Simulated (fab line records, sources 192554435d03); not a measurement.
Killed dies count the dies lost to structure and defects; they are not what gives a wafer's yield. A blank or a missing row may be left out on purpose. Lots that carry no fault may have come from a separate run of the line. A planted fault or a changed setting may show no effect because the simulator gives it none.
fab line records + flow n5-finfet
record:
- lots: 9
- wafers: 25
- last-day: 17
route steps=1938 shown DUMMY_GATE@237 SPACER0@261 SD_EPI_N@272 PASSIVATION@1936
lots that met no fault: from a run of the same line without faults
start-h: hours from the record's first day to the start of the lot's first wafer shown + wait-h: hours from the lot's prior step to this one + " as in the row above + L1.1+2: a single row standing in for several wafers + - value missing, or start not given + * or withheld: withheld + < > ~ a bound
route shown NAME@n: names a module that has steps shown in the file, with the first one's number in the route + usual: mean/standard deviation taken from wafers without a fault + same: alike in all rows + chamber/n: place in a boat + sites: per-site readings + _std_site: how widely they spread, as a standard deviation + _edge_site: mean of outer sites minus mean of inner sites + radius-mm: for every site, how far away it sits from the centre of the wafer + mask NAME#n: copy n + behind: tool/chamber where the wafer was last shaped + hold: why the lot was held/for how many hours/how that ended + device: names the non-switching transistor (n, p or np) + end of line: the same wafers' tests at the end of the route + a step given without rows: its recipe and nothing more + killed: dies lost to structure and defects at the first sort, not the wafer's yield + map: per-die view of a wafer (x killed, . not killed, _ where there is no die)
set.NAME: the setting as run; set.NAME@STEP: as run at that earlier step + model.NAME: the simulator's own value behind a step, which no gauge read
route steps across a sampled set of lots; one table per step, one row per wafer
services: a tool's chamber out of use, with start hour (start-h, from the record's first day; less than 0 if before it), hours out, and reason
== steps ==
step: N5_DUMMY_GATE_ETCH_37
recipe:
- chemistry: N2/H2
- target: SOC
- target-depth-a: 600
- overetch-a: 300
- temp-c: 40
- ion-energy-ev: 200
- pressure-mtorr: 30
- source-w: 840
- bias-w: 150
- n2-flow-sccm: 200
- h2-flow-sccm: 200
usual:
- drypump-motor-current-A: 5.6/0.54
- oes-product-au: 0.64/0.06
- rf-vpp-V: 523.5/2.5
- showerhead-plenum-p-Torr: 2.53/0.084
- temp-c: 40.00/0.11
- throttle-valve-pct: 17.69/0.2
| lot.wafer | tool        | chamber | start-h | wait-h | drypump-motor-current-A | oes-product-au | rf-hours-counter-h | rf-vpp-V | showerhead-plenum-p-Torr | temp-c | throttle-valve-pct |
|-----------|-------------|---------|---------|--------|-------------------------|----------------|--------------------|----------|--------------------------|--------|--------------------|
| L624.2    | rie-diel-01 | 1       | 76.22   | 0.0    | 5.8                     | 0.62           | 118                | 520.0    | 2.45                     | 40.20  | 17.49              |
| L624.4    | "           | 3       | "       | "      | 4.7                     | 0.67           | 68                 | 521.6    | 2.48                     | 40.00  | 17.58              |
| L624.5    | "           | 0       | "       | "      | 5.8                     | 0.61           | -                  | 526.4    | 2.67                     | 40.26  | 18.04              |
| L625.1    | rie-diel-01 | 3       | 81.60   | 0.0    | 4.7                     | 0.67           | 69                 | 522.5    | 2.48                     | 39.91  | 17.57              |
| L625.4    | "           | 2       | "       | "      | 4.9                     | 0.67           | 42                 | 522.1    | 2.49                     | 39.89  | 17.58              |
| L625.6    | "           | 2       | "       | "      | 4.9                     | 0.68           | -                  | 523.9    | 2.49                     | 39.88  | 17.58              |
| L626.3    | rie-diel-01 | 3       | 87.75   | 0.0    | 4.7                     | 0.67           | 71                 | 521.1    | 2.48                     | 40.00  | 17.59              |
| L626.4    | "           | 2       | "       | "      | 5.0                     | 0.67           | 44                 | 521.8    | 2.49                     | 39.89  | 17.59              |
| L626.5    | "           | 2       | "       | "      | 5.0                     | 0.67           | -                  | 521.5    | 2.49                     | 40.17  | 17.57              |
| L628.3    | rie-diel-06 | 2       | 103.32  | 0.0    | 5.7                     | 0.57           | 196                | 523.6    | 2.53                     | 39.88  | 17.63              |
| L628.4    | "           | 1       | "       | "      | 6.6                     | 0.72           | 30                 | 528.6    | 2.70                     | 39.86  | 17.75              |
| L628.5    | "           | 2       | "       | "      | 5.7                     | 0.57           | -                  | 523.6    | 2.53                     | 39.89  | 17.64              |
| L629.4    | rie-diel-01 | 0       | 107.94  | 0.0    | 5.7                     | 0.61           | -                  | 527.0    | 2.66                     | 39.93  | 18.05              |
| L629.5    | "           | 2       | "       | "      | 5.0                     | 0.66           | -                  | 522.5    | 2.49                     | 40.16  | 17.59              |
| L629.6    | "           | 1       | "       | "      | 5.8                     | 0.61           | -                  | 521.5    | 2.45                     | 39.92  | 17.50              |
| L639.2    | rie-diel-02 | 0       | 168.23  | 0.0    | 5.9                     | 0.57           | 217                | 523.7    | 2.51                     | 39.85  | 17.88              |
| L640.1    | rie-diel-06 | 3       | 177.78  | 0.0    | 5.9                     | 0.67           | 51                 | 522.6    | 2.47                     | 40.14  | 17.53              |
| L640.4    | "           | 2       | "       | "      | 5.6                     | 0.56           | 216                | 522.8    | 2.52                     | 40.02  | 17.67              |
| L640.5    | "           | 0       | "       | "      | 5.8                     | 0.75           | -                  | 521.8    | 2.49                     | 39.87  | 17.41              |
| L642.2    | rie-diel-01 | 1       | 186.27  | 0.0    | 5.8                     | 0.60           | 150                | 520.4    | 2.44                     | 40.10  | 17.55              |
| L642.3    | "           | 2       | "       | "      | 4.9                     | 0.64           | 75                 | 521.2    | 2.48                     | 39.96  | 17.61              |
| L642.6    | "           | 2       | "       | "      | 5.0                     | 0.64           | -                  | 521.8    | 2.48                     | 40.03  | 17.64              |
| L641.3    | rie-diel-02 | 0       | 187.25  | 0.0    | 6.0                     | 0.56           | 223                | 522.9    | 2.51                     | 39.99  | 17.87              |
| L641.4    | "           | 1       | "       | "      | 6.1                     | 0.77           | 6                  | 521.7    | 2.49                     | 40.04  | 17.54              |
| L641.6    | "           | 0       | "       | "      | 5.9                     | 0.57           | -                  | 522.9    | 2.51                     | 40.08  | 17.89              |
step: N5_DUMMY_GATE_TRIM_49
recipe:
- chemistry: O2
- resist: SOC
- time-s: 29
- target-cd-nm: 14
- source-power-w: 300
- bias-power-w: 0
- O2_flow_sccm: 100
- temp-c: 20
usual:
- drypump-motor-current-A: 5.7/0.48
- oes-product-au: 0.996/0.013
- temp-c: 20.00/0.1
- throttle-valve-pct: 8.24/0.16
| lot.wafer | tool      | chamber | start-h | wait-h | drypump-motor-current-A | oes-product-au | rf-hours-counter-h | temp-c | throttle-valve-pct |
|-----------|-----------|---------|---------|--------|-------------------------|----------------|--------------------|--------|--------------------|
| L624.2    | rie-si-03 | 1       | 76.31   | 0.0    | 5.4                     | 0.972          | 4                  | 20.09  | 8.19               |
| L624.4    | "         | 0       | "       | "      | 4.9                     | 0.998          | 79                 | 20.01  | 8.22               |
| L624.5    | "         | 2       | "       | "      | 5.8                     | 1.004          | -                  | 20.03  | 8.32               |
| L625.1    | rie-si-05 | 3       | 81.68   | 0.0    | 6.1                     | 1.015          | 124                | 19.94  | 8.35               |
| L625.4    | "         | 0       | "       | "      | 6.0                     | 1.006          | 45                 | 19.93  | 8.32               |
| L625.6    | "         | 1       | "       | "      | 6.3                     | 0.987          | -                  | 19.84  | 8.47               |
| L626.3    | rie-si-04 | 2       | 87.83   | 0.0    | 6.0                     | 1.001          | 192                | 20.26  | 8.33               |
| L626.4    | "         | 1       | "       | "      | 4.7                     | 0.974          | 112                | 19.85  | 8.28               |
| L626.5    | "         | 0       | "       | "      | 5.5                     | 0.994          | -                  | 20.15  | 8.07               |
| L628.3    | rie-si-05 | 2       | 103.40  | 0.0    | 6.1                     | 1.000          | 194                | 20.13  | 8.32               |
| L628.4    | "         | 3       | "       | "      | 6.1                     | 1.015          | 124                | 20.17  | 8.36               |
| L628.5    | "         | 1       | "       | "      | 6.3                     | 0.995          | -                  | 20.02  | 8.47               |
| L629.4    | rie-si-05 | 1       | 108.00  | 0.0    | 6.3                     | 0.985          | 138                | 20.22  | 8.48               |
| L629.5    | "         | 2       | "       | "      | 6.0                     | 0.988          | -                  | 20.10  | 8.33               |
| L629.6    | "         | 3       | "       | "      | 6.1                     | 1.008          | -                  | 19.87  | 8.36               |
| L639.2    | rie-si-05 | 0       | 168.31  | 0.0    | 6.0                     | 1.003          | 47                 | 20.03  | 8.33               |
| L640.1    | rie-si-04 | 1       | 177.86  | 0.0    | 4.8                     | 0.979          | 113                | 19.93  | 8.29               |
| L640.4    | "         | 3       | "       | "      | 6.2                     | 0.977          | 8                  | 19.93  | 7.84               |
| L640.5    | "         | 3       | "       | "      | 6.2                     | 0.978          | -                  | 20.02  | 7.87               |
| L642.2    | rie-si-03 | 0       | 186.36  | 0.0    | 4.9                     | 1.009          | 81                 | 20.09  | 8.22               |
| L642.3    | "         | 3       | "       | "      | 5.8                     | 1.016          | 159                | 19.86  | 8.12               |
| L642.6    | "         | 2       | "       | "      | 5.8                     | 1.006          | -                  | 19.91  | 8.31               |
| L641.3    | rie-si-03 | 2       | 187.33  | 0.0    | 5.8                     | 1.006          | 37                 | 19.99  | 8.31               |
| L641.4    | "         | 1       | "       | "      | 5.3                     | 0.977          | 6                  | 20.01  | 8.19               |
| L641.6    | "         | 0       | "       | "      | 4.9                     | 0.991          | -                  | 19.95  | 8.22               |
step: N5_DUMMY_GATE_STRIP_40
recipe:
- chemistry: CF4
- resist: SiARC
- power-w: 300
- bias-power-w: 75
- pressure-mtorr: 50
- cf4-flow-sccm: 150
- rf-frequency-hz: 6e+07
usual:
- drypump-motor-current-A: 5.8/0.41
- oes-product-au: 0.78/0.095
- rf-vpp-V: 270.9/1.4
- showerhead-plenum-p-Torr: 1.79/0.049
- throttle-valve-pct: 13.52/0.22
| lot.wafer | tool        | chamber | start-h | wait-h | drypump-motor-current-A | oes-product-au | rf-hours-counter-h | rf-vpp-V | showerhead-plenum-p-Torr | throttle-valve-pct |
|-----------|-------------|---------|---------|--------|-------------------------|----------------|--------------------|----------|--------------------------|--------------------|
| L624.2    | rie-diel-01 | 2       | 76.41   | 0.1    | 4.9                     | 0.85           | 41                 | 269.1    | 1.76                     | 13.25              |
| L624.4    | "           | 0       | "       | "      | 5.7                     | 0.77           | 117                | 272.2    | 1.87                     | 13.65              |
| L624.5    | "           | 2       | "       | "      | 5.0                     | 0.84           | -                  | 269.7    | 1.76                     | 13.25              |
| L625.1    | rie-diel-06 | 1       | 82.04   | 0.3    | 6.6                     | 0.91           | 24                 | 274.3    | 1.89                     | 13.40              |
| L625.4    | "           | 0       | "       | "      | 5.8                     | 0.67           | 245                | 271.1    | 1.76                     | 13.75              |
| L625.6    | "           | 3       | "       | "      | 5.9                     | 0.90           | -                  | 270.3    | 1.76                     | 13.17              |
| L626.3    | rie-diel-02 | 1       | 87.96   | 0.1    | 6.0                     | 0.69           | 245                | 270.5    | 1.76                     | 13.87              |
| L626.4    | "           | 3       | "       | "      | 5.6                     | 0.71           | 175                | 270.9    | 1.85                     | 13.59              |
| L626.5    | "           | 2       | "       | "      | 6.0                     | 0.69           | -                  | 270.2    | 1.77                     | 13.98              |
| L628.3    | rie-diel-06 | 0       | 103.50  | 0.1    | 5.8                     | 0.66           | 251                | 270.2    | 1.76                     | 13.79              |
| L628.4    | "           | 3       | "       | "      | 5.9                     | 0.89           | 23                 | 272.2    | 1.76                     | 13.18              |
| L628.5    | "           | 1       | "       | "      | 6.6                     | 0.90           | -                  | 272.5    | 1.89                     | 13.40              |
| L629.4    | rie-diel-02 | 0       | 108.11  | 0.1    | 5.9                     | 0.72           | -                  | 270.2    | 1.78                     | 13.66              |
| L629.5    | "           | 1       | "       | "      | 6.0                     | 0.68           | -                  | 269.2    | 1.76                     | 13.86              |
| L629.6    | "           | 3       | "       | "      | 5.6                     | 0.70           | -                  | 272.7    | 1.85                     | 13.60              |
| L639.2    | rie-diel-02 | 0       | 168.42  | 0.1    | 5.9                     | 0.70           | 217                | 271.4    | 1.77                     | 13.68              |
| L640.1    | rie-diel-06 | 3       | 178.09  | 0.2    | 5.9                     | 0.84           | 51                 | 269.8    | 1.75                     | 13.23              |
| L640.4    | "           | 2       | "       | "      | 5.7                     | 0.70           | 216                | 272.0    | 1.77                     | 13.44              |
| L640.5    | "           | 0       | "       | "      | 5.8                     | 0.94           | -                  | 268.7    | 1.76                     | 13.23              |
| L642.2    | rie-diel-06 | 3       | 186.45  | 0.1    | 5.9                     | 0.84           | 54                 | 267.7    | 1.75                     | 13.26              |
| L642.3    | "           | 0       | "       | "      | 5.8                     | 0.92           | 15                 | 270.5    | 1.76                     | 13.22              |
| L642.6    | "           | 0       | "       | "      | 5.8                     | 0.93           | -                  | 271.1    | 1.76                     | 13.21              |
| L641.3    | rie-diel-02 | 3       | 187.43  | 0.1    | 5.6                     | 0.69           | 210                | 271.3    | 1.84                     | 13.69              |
| L641.4    | "           | 2       | "       | "      | 6.0                     | 0.93           | 17                 | 272.0    | 1.77                     | 13.43              |
| L641.6    | "           | 0       | "       | "      | 5.9                     | 0.69           | -                  | 270.2    | 1.77                     | 13.71              |
step: N5_DUMMY_GATE_ETCH_32
recipe:
- chemistry: CF4
- target: SiO2
- target-depth-a: 35
- time-s: 3.9
- ion-energy-ev: 350
- pressure-mtorr: 10
- icp-w: 800
- bias-w: 400
- cf4-flow-sccm: 80
usual:
- drypump-motor-current-A: 5.7/0.5
- oes-product-au: 0.992/0.013
- throttle-valve-pct: 21.84/0.23
| lot.wafer | tool      | chamber | start-h | wait-h | drypump-motor-current-A | oes-product-au | rf-hours-counter-h | throttle-valve-pct |
|-----------|-----------|---------|---------|--------|-------------------------|----------------|--------------------|--------------------|
| L624.2    | rie-si-04 | 3       | 76.76   | 0.1    | 6.1                     | 0.981          | 6                  | 21.34              |
| L624.4    | "         | 1       | "       | "      | 4.8                     | 0.985          | 111                | 21.93              |
| L624.5    | "         | 2       | "       | "      | 6.0                     | 0.990          | -                  | 21.85              |
| L625.1    | rie-si-03 | 0       | 82.39   | 0.1    | 4.9                     | 1.003          | 79                 | 21.79              |
| L625.4    | "         | 2       | "       | "      | 5.8                     | 0.994          | 35                 | 22.11              |
| L625.6    | "         | 1       | "       | "      | 5.4                     | 0.978          | -                  | 21.83              |
| L626.3    | rie-si-04 | 2       | 88.38   | 0.1    | 6.0                     | 0.982          | 192                | 21.85              |
| L626.4    | "         | 1       | "       | "      | 4.8                     | 0.976          | 112                | 21.93              |
| L626.5    | "         | 0       | "       | "      | 5.5                     | 0.975          | -                  | 21.70              |
| L628.3    | rie-si-03 | 2       | 103.85  | 0.1    | 5.8                     | 0.997          | 35                 | 22.11              |
| L628.4    | "         | 3       | "       | "      | 5.8                     | 0.994          | 157                | 21.64              |
| L628.5    | "         | 0       | "       | "      | 4.9                     | 0.999          | -                  | 21.79              |
| L629.4    | rie-si-03 | 2       | 108.44  | 0.0    | 5.8                     | 1.003          | 35                 | 22.12              |
| L629.5    | "         | 0       | "       | "      | 4.9                     | 1.008          | -                  | 21.79              |
| L629.6    | "         | 3       | "       | "      | 5.8                     | 1.001          | -                  | 21.65              |
| L639.2    | rie-si-04 | 1       | 168.76  | 0.1    | 4.8                     | 0.977          | 113                | 21.93              |
| L640.1    | rie-si-03 | 2       | 178.44  | 0.1    | 5.8                     | 0.999          | 37                 | 22.10              |
| L640.4    | "         | 1       | "       | "      | 5.3                     | 1.002          | 5                  | 21.83              |
| L640.5    | "         | 1       | "       | "      | 5.3                     | 0.992          | -                  | 21.83              |
| L642.2    | rie-si-05 | 1       | 186.80  | 0.1    | 6.2                     | 0.985          | 140                | 22.14              |
| L642.3    | "         | 2       | "       | "      | 6.1                     | 1.002          | -                  | 21.85              |
| L642.6    | "         | 1       | "       | "      | 6.2                     | 0.987          | -                  | 22.14              |
| L641.3    | rie-si-04 | 3       | 187.77  | 0.1    | 6.1                     | 0.984          | 8                  | 21.33              |
| L641.4    | "         | 0       | "       | "      | 5.5                     | 0.976          | 7                  | 21.70              |
| L641.6    | "         | 3       | "       | "      | 6.1                     | 0.968          | -                  | 21.33              |
step: N5_DUMMY_GATE_INSPECT_27
recipe:
- inspect-instrument: brightfield
- mode: aei
usual:
- raw-defect-count: 327/95
| lot.wafer | tool              | chamber | start-h | wait-h | raw-defect-count |
|-----------|-------------------|---------|---------|--------|------------------|
| L624.2    | defect-inspect-01 | -       | 77.28   | 0.0    | 365              |
| L624.4    | "                 | -       | "       | "      | 283              |
| L624.5    | "                 | -       | "       | "      | 362              |
| L625.1    | defect-inspect-02 | -       | 82.87   | 0.0    | 280              |
| L625.4    | "                 | -       | "       | "      | 380              |
| L625.6    | "                 | -       | "       | "      | 356              |
| L626.3    | defect-inspect-01 | -       | 88.87   | 0.0    | 292              |
| L626.4    | "                 | -       | "       | "      | 409              |
| L626.5    | "                 | -       | "       | "      | 287              |
| L628.3    | defect-inspect-01 | -       | 104.33  | 0.0    | 308              |
| L628.4    | "                 | -       | "       | "      | 323              |
| L628.5    | "                 | -       | "       | "      | 445              |
| L629.4    | defect-inspect-02 | -       | 108.93  | 0.0    | 183              |
| L629.5    | "                 | -       | "       | "      | 264              |
| L629.6    | "                 | -       | "       | "      | 395              |
| L639.2    | defect-inspect-01 | -       | 169.25  | 0.0    | 705              |
| L640.1    | defect-inspect-01 | -       | 179.08  | 0.0    | 650              |
| L640.4    | "                 | -       | "       | "      | 431              |
| L640.5    | "                 | -       | "       | "      | 443              |
| L642.2    | defect-inspect-02 | -       | 187.37  | 0.0    | 193              |
| L642.3    | "                 | -       | "       | "      | 175              |
| L642.6    | "                 | -       | "       | "      | 201              |
| L641.3    | defect-inspect-02 | -       | 188.27  | 0.0    | 250              |
| L641.4    | "                 | -       | "       | "      | 306              |
| L641.6    | "                 | -       | "       | "      | 332              |
step: N5_SPACER0_INSPECT_04
recipe:
- inspect-instrument: darkfield
- mode: post-dep
usual:
- raw-defect-count: 149/36
| lot.wafer | tool              | chamber | start-h | wait-h | raw-defect-count |
|-----------|-------------------|---------|---------|--------|------------------|
| L624.2    | defect-inspect-02 | -       | 77.88   | 0.1    | 169              |
| L624.4    | "                 | -       | "       | "      | 129              |
| L624.5    | "                 | -       | "       | "      | 137              |
| L625.1    | defect-inspect-01 | -       | 83.58   | 0.1    | 143              |
| L625.4    | "                 | -       | "       | "      | 155              |
| L625.6    | "                 | -       | "       | "      | 203              |
| L626.3    | defect-inspect-01 | -       | 91.76   | 0.1    | 144              |
| L626.4    | "                 | -       | "       | "      | 176              |
| L626.5    | "                 | -       | "       | "      | 143              |
| L628.3    | defect-inspect-02 | -       | 104.94  | 0.1    | 171              |
| L628.4    | "                 | -       | "       | "      | 141              |
| L628.5    | "                 | -       | "       | "      | 173              |
| L629.4    | defect-inspect-02 | -       | 109.53  | 0.1    | 87               |
| L629.5    | "                 | -       | "       | "      | 105              |
| L629.6    | "                 | -       | "       | "      | 150              |
| L639.2    | defect-inspect-02 | -       | 169.86  | 0.1    | 544              |
| L640.1    | defect-inspect-01 | -       | 179.78  | 0.1    | 244              |
| L640.4    | "                 | -       | "       | "      | 202              |
| L640.5    | "                 | -       | "       | "      | 197              |
| L642.2    | defect-inspect-02 | -       | 187.97  | 0.1    | 95               |
| L642.3    | "                 | -       | "       | "      | 101              |
| L642.6    | "                 | -       | "       | "      | 80               |
| L641.3    | defect-inspect-02 | -       | 188.87  | 0.1    | 121              |
| L641.4    | "                 | -       | "       | "      | 118              |
| L641.6    | "                 | -       | "       | "      | 140              |
step: N5_SD_EPI_N_INSPECT_11
recipe:
- mode: adi
- inspect-instrument: macro
usual:
- raw-defect-count: 2.1/1.5
| lot.wafer | tool              | chamber | start-h | wait-h | raw-defect-count |
|-----------|-------------------|---------|---------|--------|------------------|
| L624.2    | defect-inspect-01 | -       | 78.33   | 0.0    | 2                |
| L624.4    | "                 | -       | "       | "      | 3                |
| L624.5    | "                 | -       | "       | "      | 2                |
| L625.1    | defect-inspect-02 | -       | 84.03   | 0.0    | 3                |
| L625.4    | "                 | -       | "       | "      | 1                |
| L625.6    | "                 | -       | "       | "      | 1                |
| L626.3    | defect-inspect-02 | -       | 92.21   | 0.0    | 3                |
| L626.4    | "                 | -       | "       | "      | 2                |
| L626.5    | "                 | -       | "       | "      | 1                |
| L628.3    | defect-inspect-02 | -       | 105.39  | 0.0    | 3                |
| L628.4    | "                 | -       | "       | "      | 2                |
| L628.5    | "                 | -       | "       | "      | 2                |
| L629.4    | defect-inspect-01 | -       | 109.98  | 0.0    | 5                |
| L629.5    | "                 | -       | "       | "      | 0                |
| L629.6    | "                 | -       | "       | "      | 0                |
| L639.2    | defect-inspect-01 | -       | 170.31  | 0.0    | >300             |
| L640.1    | defect-inspect-01 | -       | 180.10  | 0.0    | 1                |
| L640.4    | "                 | -       | "       | "      | 2                |
| L640.5    | "                 | -       | "       | "      | 2                |
| L642.2    | defect-inspect-01 | -       | 188.30  | 0.0    | 1                |
| L642.3    | "                 | -       | "       | "      | 0                |
| L642.6    | "                 | -       | "       | "      | 2                |
| L641.3    | defect-inspect-02 | -       | 189.32  | 0.0    | 4                |
| L641.4    | "                 | -       | "       | "      | 3                |
| L641.6    | "                 | -       | "       | "      | 3                |
step: N5_SD_EPI_N_INSPECT_26
recipe:
- inspect-instrument: darkfield
- mode: post-epi
usual:
- raw-defect-count: 231/46
| lot.wafer | tool              | chamber | start-h | wait-h | raw-defect-count |
|-----------|-------------------|---------|---------|--------|------------------|
| L624.2    | defect-inspect-02 | -       | 82.62   | 0.1    | 222              |
| L624.4    | "                 | -       | "       | "      | 169              |
| L624.5    | "                 | -       | "       | "      | 172              |
| L625.1    | defect-inspect-02 | -       | 88.32   | 0.1    | 198              |
| L625.4    | "                 | -       | "       | "      | 196              |
| L625.6    | "                 | -       | "       | "      | 230              |
| L626.3    | defect-inspect-02 | -       | 96.46   | 0.1    | 204              |
| L626.4    | "                 | -       | "       | "      | 225              |
| L626.5    | "                 | -       | "       | "      | 185              |
| L628.3    | defect-inspect-01 | -       | 111.54  | 0.1    | 280              |
| L628.4    | "                 | -       | "       | "      | 231              |
| L628.5    | "                 | -       | "       | "      | 297              |
| L629.4    | defect-inspect-02 | -       | 114.31  | 0.1    | 141              |
| L629.5    | "                 | -       | "       | "      | 231              |
| L629.6    | "                 | -       | "       | "      | 230              |
| L639.2    | defect-inspect-02 | -       | 174.46  | 0.1    | 620              |
| L640.1    | defect-inspect-02 | -       | 184.50  | 0.1    | 321              |
| L640.4    | "                 | -       | "       | "      | 232              |
| L640.5    | "                 | -       | "       | "      | 263              |
| L642.2    | defect-inspect-02 | -       | 192.39  | 0.1    | 189              |
| L642.3    | "                 | -       | "       | "      | 199              |
| L642.6    | "                 | -       | "       | "      | 188              |
| L641.3    | defect-inspect-02 | -       | 193.31  | 0.1    | 185              |
| L641.4    | "                 | -       | "       | "      | 197              |
| L641.6    | "                 | -       | "       | "      | 222              |
step: N5_PASSIVATION_PROBE_49
usual:
- killed_at_M0_to_M3: 35/11
- killed_at_M4_up: 14/5.4
- killed-at-contacts: 12/6.2
- killed-at-front-end: 38/11
- killed-at-other: 4.1/2.8
- killed-dies: 103/17
- killed-on-rim: 13/4
- killed-open: 66/13
- killed-short: 34/8.2
same:
- gross-dies: 1180
- killed-at-back-side: 0
| lot.wafer | tool      | chamber | start-h | wait-h | killed_at_M0_to_M3 | killed_at_M4_up | killed-at-contacts | killed-at-front-end | killed-at-other | killed-dies | killed-on-rim | killed-open | killed-short |
|-----------|-----------|---------|---------|--------|--------------------|-----------------|--------------------|---------------------|-----------------|-------------|---------------|-------------|--------------|
| L639.2    | prober-01 | -       | 410.47  | 0.1    | 40                 | 9               | 14                 | 82                  | 2               | 147         | 28            | 45          | 43           |
killed by level:class
L639.2 DUMMY_GATE:unspecified=58 BEOL_M0_SAQP:geometric-particle:short=19 MOL_CONTACT_COAG:geometric-particle:open=12 BEOL_M0_SAQP:geometric-particle:open=6 BEOL_M2:geometric-particle:short=5 BEOL_M3:geometric-particle:open=4 DUMMY_GATE:geometric-particle:open=4 STI_FIN_REVEAL:geometric-particle:open=3
== services ==
| tool        | chamber | start-h | hours | kind                          |
|-------------|---------|---------|-------|-------------------------------|
| rie-diel-01 | 3       | 89.53   | 8.7   | repair                        |
| rie-diel-01 | 3       | 103.31  | 18.9  | repair                        |
| rie-diel-02 | 2       | 105.26  | 7.6   | repair                        |
| rie-diel-02 | 2       | 112.90  | -     | clean                         |
| rie-diel-02 | 2       | 112.90  | -     | consumable-replace:focus-ring |
| rie-diel-02 | 2       | 112.90  | 18.0  | scheduled-down                |
| rie-diel-02 | 2       | 112.90  | 18.0  | vent-cycle                    |
| rie-diel-06 | 0       | 115.84  | 5.3   | repair                        |
| rie-diel-06 | 0       | 121.19  | -     | clean                         |
| rie-diel-06 | 0       | 121.19  | -     | consumable-replace:focus-ring |
| rie-diel-06 | 0       | 121.19  | 21.9  | scheduled-down                |
| rie-diel-06 | 0       | 121.19  | 21.9  | vent-cycle                    |
| rie-diel-06 | 1       | 128.14  | 16.7  | repair                        |
| rie-diel-02 | 1       | 131.21  | -     | clean                         |
| rie-diel-02 | 2       | 132.32  | 6.3   | repair                        |
| rie-diel-06 | 2       | 142.69  | 23.3  | repair                        |
| rie-si-04   | 1       | 143.87  | 14.4  | repair                        |
| rie-si-03   | 2       | 145.46  | 1.2   | repair                        |
| rie-si-04   | 2       | 158.26  | -     | clean                         |
| rie-si-04   | 2       | 158.26  | 13.7  | scheduled-down                |
| rie-si-04   | 2       | 158.26  | 13.7  | vent-cycle                    |
| rie-si-05   | 0       | 170.73  | 16.1  | repair                        |
| rie-si-04   | 0       | 180.94  | 4.3   | repair                        |
| rie-si-05   | 3       | 185.26  | 9.6   | repair                        |
== key ==
first-sign:
- step: N5_DUMMY_GATE_INSPECT_27
- reading: raw-defect-count
- direction: up
- sigmas: 4
- usual: 327
- struck: 705
effect:
- step: N5_SPACER0_INSPECT_04
- reading: raw-defect-count
- direction: up
- sigmas: 11
- usual: 149
- struck: 544
effect:
- step: N5_SD_EPI_N_INSPECT_11
- reading: raw-defect-count
- direction: up
- sigmas: 99+
- usual: 2.1
- struck: >300
effect:
- step: N5_SD_EPI_N_INSPECT_26
- reading: raw-defect-count
- direction: up
- sigmas: 8.5
- usual: 231
- struck: 620
effect:
- step: N5_PASSIVATION_PROBE_49
- reading: killed-at-front-end
- direction: up
- sigmas: 3.9
- usual: 38
- struck: 82
more-kills-born-at:
- N5_DUMMY_GATE_TRIM_49@rie-si-05: 58
met-at N5_DUMMY_GATE_TRIM_49
struck-lots L639
struck-wafers L639.2
tester-left-out L639
not-acting-at N5_DUMMY_GATE_ETCH_37,N5_DUMMY_GATE_STRIP_40,N5_DUMMY_GATE_ETCH_32
onset-between 81.68 168.31
fault:
- kind: chamber-particle-source
- tool: rie-si-05
- chamber: 0
- onset-h: 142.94
- steps: N5_DUMMY_GATE_TRIM_49
- rate-per-visit-cm2: 0.64079
tester-left-out: of these lots the tester's yield and bins aren't shown, on N5 and GAA mostly nor the transistor test; their killed dies are dies lost to structure and defects alone, not to doping, threshold or leakage, so they don't give the yield
